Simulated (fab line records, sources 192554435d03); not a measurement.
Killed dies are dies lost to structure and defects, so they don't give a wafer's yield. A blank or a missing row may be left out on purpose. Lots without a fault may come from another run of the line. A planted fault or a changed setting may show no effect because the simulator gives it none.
fab line records | flow n5_finfet
record lots=7 wafers=21
route steps=1938 shown BEOL_M2@851 BEOL_M3@937
start_h: hours from the record's first day to the start of the lot's first wafer shown | wait_h: hours since the lot's step before | " the same as in the row above | L1.1+2: a row that stands for several wafers | - no value, or no start given | * or withheld: withheld | < > ~ a bound
route shown NAME@n: a module of which the file shows steps, and the number in the route of the first | usual: mean/standard deviation of fault-free wafers | same: alike in all rows | chamber/n: place in a boat | sites: the reading at each site | _std_site: their standard deviation | _edge_site: outer sites' mean less inner sites' | radius_mm: how far each site lies from the wafer's centre | mask NAME#n: copy n | behind: the tool/chamber that last shaped the wafer | hold: why the lot was held/for how many hours/how that ended | device: the transistor (n, p or np) that didn't switch | end of line: the same wafers' tests at the end of the route | a step without rows: its recipe alone | killed: dies lost to structure and defects at the first sort, not the wafer's yield | map: a wafer's dies, x killed, . not, _ none there
set.NAME: the setting as run; set.NAME@STEP: as run at that earlier step | model.NAME: the simulator's own value behind a step, which no gauge read
lots whose settings were changed on purpose; a table a step, a row a wafer
## steps
# step N5_BEOL_M2_EXPOSE_08
# recipe mask_id=M2 na=0.33 source_shape=dipole sigma_inner=0.369 sigma_outer=0.767 polarization=unpolarized dose_mj=41.25
# columns lot.wafer tool chamber start_h wait_h mask set.dose_mj
L077.3+4 euv_scanner-01 0 147.30 - M2#0 44.3
L077.5 " 0 " " M2#0 41.25
L079.1+3 euv_scanner-01 0 159.13 - M2#0 42.64
L079.5 " 0 " " M2#0 41.25
L080.2 euv_scanner-01 0 162.81 - M2#0 41.25
L080.5+6 " 0 " " M2#0 39.18
L085.1+6 euv_scanner-01 0 208.70 - M2#0 41.25
L085.5 " 0 " " M2#0 44.16
L088.2+6 euv_scanner-01 0 217.38 - M2#0 41.25
L088.3 " 0 " " M2#0 44.02
L092.1+2+3 euv_scanner-01 0 242.43 - M2#0 41.25
L095.1+3+6 euv_scanner-02 0 256.47 - M2#0 41.25
# step N5_BEOL_M2_PEB_09
# recipe peb_temp_c=100 peb_time_s=60 resist=CAR-EUV
# step N5_BEOL_M2_DEVELOP_10
# recipe develop_time_s=30 developer=TMAH resist=CAR-EUV rinse_liquid=surfactant_rinse dry=air_spin dev_temp_c=23
# step N5_BEOL_M2_CD_MEAS_11
# recipe target_cd_nm=16.79 landing_energy_ev=500 detector=se_inlens polarity=opening
# usual cd_nm=16.82/0.23
# columns lot.wafer tool chamber start_h wait_h set.dose_mj@BEOL_M2_EXPOSE_08 cd_nm
L077.3 cd_sem-01 0 147.42 - 44.3 17.95
L077.4 " 0 " " 44.3 18.17
L077.5 " 0 " " 41.25 16.80
L079.1 cd_sem-01 0 159.26 - 42.64 17.63
L079.3 " 0 " " 42.64 17.63
L079.5 " 0 " " 41.25 16.80
L080.2 cd_sem-01 0 162.94 - 41.25 16.78
L080.5 " 0 " " 39.18 15.80
L080.6 " 0 " " 39.18 15.58
L085.1 cd_sem-02 0 208.83 - 41.25 16.60
L085.5 " 0 " " 44.16 18.12
L085.6 " 0 " " 41.25 17.02
L088.2 cd_sem-03 0 217.50 - 41.25 16.52
L088.3 " 0 " " 44.02 18.09
L088.6 " 0 " " 41.25 17.08
L092.1 cd_sem-03 0 242.56 - 41.25 16.97
L092.2 " 0 " " 41.25 16.88
L092.3 " 0 " " 41.25 16.45
L095.1 cd_sem-01 0 256.60 - 41.25 16.81
L095.3 " 0 " " 41.25 16.94
L095.6 " 0 " " 41.25 17.18
# step N5_BEOL_M2_DESCUM_16
# recipe chemistry=O2 time_s=7 source_power_w=50 bias_power_w=20 pressure_mtorr=20 rf_frequency_hz=2.712e+07 temp_c=40 resist=CAR-EUV o2_flow_sccm=225
# step N5_BEOL_M2_ETCH_74
# recipe chemistry=N2/H2 target=underlayer target_depth_a=65 mask_material=CAR-EUV time_s=5.2 ion_energy_ev=200 pressure_mtorr=30 source_w=840 bias_w=150 n2_flow_sccm=200 h2_flow_sccm=200 ends=cleared
# columns lot.wafer tool chamber start_h wait_h set.dose_mj@BEOL_M2_EXPOSE_08 model.BEOL_M2.cd_offset_nm
L077.3+4 rie_diel-06 2,1 147.58 0.0 44.3 1.4
L077.5 " 3 " " 41.25 -0.2
L079.1 rie_diel-04 2 159.87 0.0 42.64 0.6
L079.3 " 0 " " 42.64 0.8
L079.5 " 0 " " 41.25 0
L080.2 rie_diel-04 1 163.53 0.0 41.25 -0.2
L080.5+6 " 1,2 " " 39.18 -1.2
L085.1 rie_diel-06 2 209.05 0.0 41.25 0.2
L085.5 " 3 " " 44.16 1.4
L085.6 " 0 " " 41.25 0
L088.2+6 rie_diel-06 1 217.71 0.0 41.25 0
L088.3 " 2 " " 44.02 1.6
L092.1+2+3 rie_diel-04 0,1,2 242.72 0.0 41.25 0
L095.1+3 rie_diel-06 1,3 256.85 0.0 41.25 0
L095.6 " 0 " " 41.25 0.2
# step N5_BEOL_M2_ETCH_63
# recipe chemistry=CF4 target=SiARC target_depth_a=156 mask_material=CAR-EUV time_s=26 ion_energy_ev=80 pressure_mtorr=40 source_w=545 bias_w=36 Ar_flow_sccm=100 cf4_flow_sccm=100 ends=cleared
# step N5_BEOL_M2_ETCH_64
# recipe chemistry=N2/H2 target=SOC target_depth_a=750 overetch_a=225 mask_material=SiARC temp_c=40 time_s=121.9 ion_energy_ev=200 pressure_mtorr=30 source_w=840 bias_w=150 n2_flow_sccm=200 h2_flow_sccm=200
# columns lot.wafer tool chamber start_h wait_h set.dose_mj@BEOL_M2_EXPOSE_08 model.BEOL_M2.cd_offset_nm
L077.3 rie_diel-06 2 147.62 0.0 44.3 1.2
L077.4 " 1 " " 44.3 1
L077.5 " 3 " " 41.25 -0.2
L079.1 rie_diel-04 2 159.92 0.0 42.64 0.4
L079.3 " 0 " " 42.64 0.8
L079.5 " 0 " " 41.25 0
L080.2 rie_diel-04 1 163.57 0.0 41.25 -0.2
L080.5 " 1 " " 39.18 -1
L080.6 " 2 " " 39.18 -1.2
L085.1 rie_diel-06 2 209.09 0.0 41.25 0.2
L085.5 " 3 " " 44.16 1.4
L085.6 " 0 " " 41.25 0
L088.2 rie_diel-06 1 217.75 0.0 41.25 -0.2
L088.3 " 2 " " 44.02 1.4
L088.6 " 1 " " 41.25 0
L092.1+3 rie_diel-04 0,2 242.77 0.0 41.25 -0.2
L092.2 " 1 " " 41.25 0
L095.1 rie_diel-06 1 256.89 0.0 41.25 -0.2
L095.3 " 3 " " 41.25 0
L095.6 " 0 " " 41.25 0.2
# step N5_BEOL_M2_STRIP_65
# recipe chemistry=N2/H2 temp_c=40 n2_flow_sccm=200 h2_flow_sccm=200 rf_frequency_hz=6e+07
# step N5_BEOL_M2_STRIP_75
# recipe chemistry=N2/H2 temp_c=40 n2_flow_sccm=200 h2_flow_sccm=200 rf_frequency_hz=6e+07
# step N5_BEOL_M2_STRIP_66
# recipe chemistry=CF4 resist=SiARC power_w=300 bias_power_w=75 pressure_mtorr=50 cf4_flow_sccm=150 rf_frequency_hz=6e+07
# step N5_BEOL_M2_HM_OPEN_17
# recipe chemistry=Cl2/BCl3 target_depth_a=200 overetch_a=60 target=TiN mask_material=SOC ion_energy_ev=150 pressure_mtorr=10 icp_w=1000 bias_w=126 Cl2_flow_sccm=53.25 bcl3_flow_sccm=21.75 Ar_flow_sccm=25
# columns lot.wafer tool chamber start_h wait_h set.dose_mj@BEOL_M2_EXPOSE_08 model.BEOL_M2.cd_offset_nm
L077.3 rie_metal-03 1 147.83 0.1 44.3 1.4
L077.4 " 0 " " 44.3 1.2
L077.5 " 1 " " 41.25 -0.2
L079.1 rie_metal-02 0 160.09 0.0 42.64 0.4
L079.3 " 0 " " 42.64 0.8
L079.5 " 1 " " 41.25 0
L080.2 rie_metal-03 0 163.75 0.0 41.25 -0.2
L080.5 " 1 " " 39.18 -1
L080.6 " 0 " " 39.18 -1.2
L085.1 rie_metal-03 0 209.27 0.0 41.25 0.2
L085.5 " 1 " " 44.16 1.4
L085.6 " 0 " " 41.25 0
L088.2+6 rie_metal-01 1 217.92 0.0 41.25 0
L088.3 " 0 " " 44.02 1.4
L092.1+3 rie_metal-02 1,0 242.94 0.0 41.25 -0.2
L092.2 " 0 " " 41.25 0
L095.1 rie_metal-01 0 257.07 0.0 41.25 0
L095.3+6 " 0 " " 41.25 0.2
# step N5_BEOL_M2_STRIP_19
# recipe chemistry=O2 power_w=400 temp_c=40 pressure_mtorr=30 rf_frequency_hz=6e+07 bias_power_w=0 overash_fraction=0.2 o2_flow_sccm=225
# step N5_BEOL_M2_CD_MEAS_18
# recipe pitch_nm=36 target_cd_nm=18
# usual cd_nm=18.00/0.24
# columns lot.wafer tool chamber start_h wait_h set.dose_mj@BEOL_M2_EXPOSE_08 cd_nm
L077.3 cd_sem-02 - 147.98 0.1 44.3 18.97
L077.4 " - " " 44.3 19.14
L077.5 " - " " 41.25 17.62
L079.1 cd_sem-02 - 160.29 0.0 42.64 18.63
L079.3 " - " " 42.64 18.76
L079.5 " - " " 41.25 17.89
L080.2 cd_sem-02 - 163.93 0.1 41.25 17.41
L080.5 " - " " 39.18 16.74
L080.6 " - " " 39.18 16.99
L085.1 cd_sem-03 - 210.26 0.0 41.25 18.18
L085.5 " - " " 44.16 19.05
L085.6 " - " " 41.25 17.89
L088.2 cd_sem-01 - 218.11 0.1 41.25 18.01
L088.3 " - " " 44.02 19.65
L088.6 " - " " 41.25 18.17
L092.1 cd_sem-02 - 243.12 0.0 41.25 17.91
L092.2 " - " " 41.25 17.92
L092.3 " - " " 41.25 18.07
L095.1 cd_sem-01 - 257.25 0.0 41.25 18.12
L095.3 " - " " 41.25 18.00
L095.6 " - " " 41.25 18.15
# step N5_BEOL_M2_COAT_67
# recipe resist=SOC temp_c=250 time_s=60 spin_rpm=1500 resist_thk_nm=60
# step N5_BEOL_M2_COAT_68
# recipe resist=SiARC temp_c=220 time_s=60 spin_rpm=1500 resist_thk_nm=12
# step N5_BEOL_M2_PRECLEAN_42
# recipe chemistry=residue_remover time_s=60 temp_c=40
# step N5_BEOL_M2_SRD_43
# recipe time_s=30 temp_c=23 rinse_liquid=diw dry=ipa_marangoni
# step N5_BEOL_M2_CD_MEAS_35
# recipe target_cd_nm=18 target_cd_y_nm=22.2 polarity=opening
# usual cd_nm=18.06/0.25
# columns lot.wafer tool chamber start_h wait_h set.dose_mj@BEOL_M2_EXPOSE_08 cd_nm
L077.3 cd_sem-03 - 150.28 0.0 44.3 19.26
L077.4 " - " " 44.3 19.39
L077.5 " - " " 41.25 17.71
L079.1 cd_sem-02 - 168.66 0.0 42.64 18.79
L079.3 " - " " 42.64 18.54
L079.5 " - " " 41.25 17.76
L080.2 cd_sem-03 - 175.68 0.0 41.25 17.45
L080.5 " - " " 39.18 16.79
L080.6 " - " " 39.18 16.40
L085.1 cd_sem-03 - 214.17 0.0 41.25 18.48
L085.5 " - " " 44.16 19.43
L085.6 " - " " 41.25 17.95
L088.2 cd_sem-01 - 224.23 0.0 41.25 17.86
L088.3 " - " " 44.02 19.22
L088.6 " - " " 41.25 17.73
L092.1 cd_sem-01 - 246.45 0.0 41.25 18.04
L092.2 " - " " 41.25 18.08
L092.3 " - " " 41.25 17.87
L095.1 cd_sem-01 - 275.87 0.0 41.25 17.89
L095.3 " - " " 41.25 18.25
L095.6 " - " " 41.25 18.11
# step N5_BEOL_M3_COAT_73
# recipe resist=underlayer temp_c=205 time_s=60 spin_rpm=1500 resist_thk_nm=5
# columns lot.wafer tool chamber start_h wait_h set.spin_rpm
L077.3+4 litho_track-05 0 - - 1500
L077.5 " 0 " " 1393
L079.1+3+5 litho_track-05 0 - - 1500
L080.2+6 litho_track-03 0 - - 1500
L080.5 " 0 " " 1450
L085.1+5+6 litho_track-05 0 - - 1500
L088.2 litho_track-02 0 - - 1500
L088.3+6 " 0 " " 1370
L092.1+2+3 litho_track-05 0 - - 1430
L095.1+3+6 litho_track-05 0 - - 1500
# step N5_BEOL_M3_COAT_05
# recipe resist=CAR-EUV spin_rpm=1500 resist_thk_nm=30
# columns lot.wafer tool chamber start_h wait_h set.spin_rpm model.CAR-EUV_of_BEOL_M3_COAT_05.thk_nm
L077.3 litho_track-05 0 - - 1408 31
L077.4+5 " 0 " " 1500 30
L079.1+3+5 litho_track-05 0 - - 1500 30
L080.2+5 litho_track-03 0 - - 1418 31
L080.6 " 0 " " 1500 30
L085.1 litho_track-05 0 - - 1362 31.4
L085.5 " 0 " " 1500 30
L085.6 " 0 " " 1500 29.8
L088.2+3 litho_track-02 0 - - 1647 28.4
L088.6 " 0 " " 1500 29.8
L092.1+2 litho_track-05 0 - - 1653 28.6
L092.3 " 0 " " 1500 30
L095.1+3+6 litho_track-05 0 - - 1500 30
# step N5_BEOL_M3_EBR_07
# recipe solvent=PGMEA ebr_width_mm=1.5
# step N5_BEOL_M3_SOFTBAKE_06
# recipe temp_c=110 time_s=60 resist=CAR-EUV
# step N5_BEOL_M3_EXPOSE_08
# recipe mask_id=M3 na=0.33 source_shape=dipole sigma_inner=0.369 sigma_outer=0.767 polarization=unpolarized dose_mj=33
# step N5_BEOL_M3_PEB_09
# recipe peb_temp_c=100 peb_time_s=60 resist=CAR-EUV
# step N5_BEOL_M3_DEVELOP_10
# recipe develop_time_s=30 developer=TMAH resist=CAR-EUV rinse_liquid=surfactant_rinse dry=air_spin dev_temp_c=23
# columns lot.wafer tool chamber start_h wait_h set.spin_rpm@BEOL_M3_COAT_05 model.CAR-EUV_of_BEOL_M3_COAT_05.thk_nm
L077.3 litho_track-02 0 - - 1408 30.4
L077.4 " 0 " " 1500 29.6
L077.5 " 0 " " 1500 29.4
L079.1+3+5 litho_track-03 0 - - 1500 29.6
L080.2+5 litho_track-02 0 - - 1418 30.6
L080.6 " 0 " " 1500 29.6
L085.1 litho_track-03 0 - - 1362 31
L085.5+6 " 0 " " 1500 29.4
L088.2 litho_track-05 0 - - 1647 28
L088.3 " 0 " " 1647 27.8
L088.6 " 0 " " 1500 29.4
L092.1 litho_track-05 0 - - 1653 28
L092.2 " 0 " " 1653 28.2
L092.3 " 0 " " 1500 29.6
L095.1+3+6 litho_track-03 0 - - 1500 29.6
# step N5_BEOL_M3_DESCUM_16
# recipe chemistry=O2 time_s=7 source_power_w=50 bias_power_w=20 pressure_mtorr=20 rf_frequency_hz=2.712e+07 temp_c=40 resist=CAR-EUV o2_flow_sccm=225
# step N5_BEOL_M3_ETCH_74
# recipe chemistry=N2/H2 target=underlayer target_depth_a=65 mask_material=CAR-EUV time_s=5.2 ion_energy_ev=200 pressure_mtorr=30 source_w=840 bias_w=150 n2_flow_sccm=200 h2_flow_sccm=200 ends=cleared
# columns lot.wafer tool chamber start_h wait_h set.spin_rpm@BEOL_M3_COAT_73 set.spin_rpm@BEOL_M3_COAT_05 model.CAR-EUV_of_BEOL_M3_COAT_05.thk_nm model.etch.depth_nm
L077.3 rie_diel-01 0 157.11 0.0 1500 1408 21.2 5.018
L077.4 " 1 " " 1500 1500 20.4 5.007
L077.5 " 1 " " 1393 1500 20 5.193
L079.1 rie_diel-02 0 176.22 0.0 1500 1500 20.4 5.036
L079.3 " 1 " " 1500 1500 20.4 5.014
L079.5 " 1 " " 1500 1500 20.4 5.016
L080.2 rie_diel-03 3 182.92 0.0 1500 1418 21.4 5.008
L080.5 " 2 " " 1450 1418 21.2 5.082
L080.6 " 1 " " 1500 1500 20.4 4.998
L085.1 rie_diel-01 3 219.35 0.0 1500 1362 21.8 5.029
L085.5 " 3 " " 1500 1500 20.4 4.986
L085.6 " 0 " " 1500 1500 20.2 5.009
L088.2 rie_diel-01 3 230.93 0.0 1500 1647 18.8 5.009
L088.3 " 2 " " 1370 1647 18.4 5.232
L088.6 " 0 " " 1370 1500 19.8 5.249
L092.1 rie_diel-01 1 254.90 0.0 1430 1653 18.8 5.139
L092.2 " 2 " " 1430 1653 18.8 5.144
L092.3 " 0 " " 1430 1500 20.2 5.132
L095.1 rie_diel-03 3 283.31 0.0 1500 1500 20.4 5.021
L095.3 " 2 " " 1500 1500 20.4 5.023
L095.6 " 2 " " 1500 1500 20.2 5.01
# step N5_BEOL_M3_COAT_67
# recipe resist=SOC temp_c=250 time_s=60 spin_rpm=1500 resist_thk_nm=60
# columns lot.wafer tool chamber start_h wait_h set.spin_rpm model.SOC_of_BEOL_M3_COAT_67.thk_nm
L077.3 litho_track-02 0 157.54 0.0 1500 60.4
L077.4 " 0 " " 1378 62.8
L077.5 " 0 " " 1500 60.2
L079.1 litho_track-03 0 176.65 0.0 1500 60.2
L079.3 " 0 " " 1552 59
L079.5 " 0 " " 1552 59.2
L080.2+5 litho_track-02 0 183.35 0.0 1577 58.4
L080.6 " 0 " " 1500 60
L085.1 litho_track-05 0 219.79 0.0 1609 57.8
L085.5 " 0 " " 1609 58
L085.6 " 0 " " 1500 60.2
L088.2+6 litho_track-05 0 231.37 0.0 1500 60.2
L088.3 " 0 " " 1667 57
L092.1 litho_track-03 0 255.33 0.0 1500 60
L092.2 " 0 " " 1341 63.4
L092.3 " 0 " " 1500 60.2
L095.1 litho_track-03 0 283.83 0.0 1500 60
L095.3 " 0 " " 1500 60.2
L095.6 " 0 " " 1500 59.8
## key
split step=N5_BEOL_M2_EXPOSE_08 setting=dose_mj stated=41.25 by=wafer
response step=N5_BEOL_M2_CD_MEAS_11 reading=cd_nm change=+0.191 per=1% r=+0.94
response step=N5_BEOL_M2_ETCH_74 reading=model.BEOL_M2.cd_offset_nm change=+0.21 per=1% r=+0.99
response step=N5_BEOL_M2_ETCH_64 reading=model.BEOL_M2.cd_offset_nm change=+0.19 per=1% r=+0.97
response step=N5_BEOL_M2_HM_OPEN_17 reading=model.BEOL_M2.cd_offset_nm change=+0.195 per=1% r=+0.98
response step=N5_BEOL_M2_CD_MEAS_18 reading=cd_nm change=+0.181 per=1% r=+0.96
response step=N5_BEOL_M2_CD_MEAS_35 reading=cd_nm change=+0.201 per=1% r=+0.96
split step=N5_BEOL_M3_COAT_73 setting=spin_rpm stated=1500 by=wafer
response step=N5_BEOL_M3_ETCH_74 reading=model.etch.depth_nm change=-0.0259 per=1% r=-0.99
split step=N5_BEOL_M3_COAT_05 setting=spin_rpm stated=1500 by=wafer
response step=N5_BEOL_M3_COAT_05 reading=model.CAR-EUV_of_BEOL_M3_COAT_05.thk_nm change=-0.152 per=1% r=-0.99
response step=N5_BEOL_M3_DEVELOP_10 reading=model.CAR-EUV_of_BEOL_M3_COAT_05.thk_nm change=-0.158 per=1% r=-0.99
response step=N5_BEOL_M3_ETCH_74 reading=model.CAR-EUV_of_BEOL_M3_COAT_05.thk_nm change=-0.144 per=1% r=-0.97
split step=N5_BEOL_M3_COAT_67 setting=spin_rpm stated=1500 by=wafer
response step=N5_BEOL_M3_COAT_67 reading=model.SOC_of_BEOL_M3_COAT_67.thk_nm change=-0.304 per=1% r=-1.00
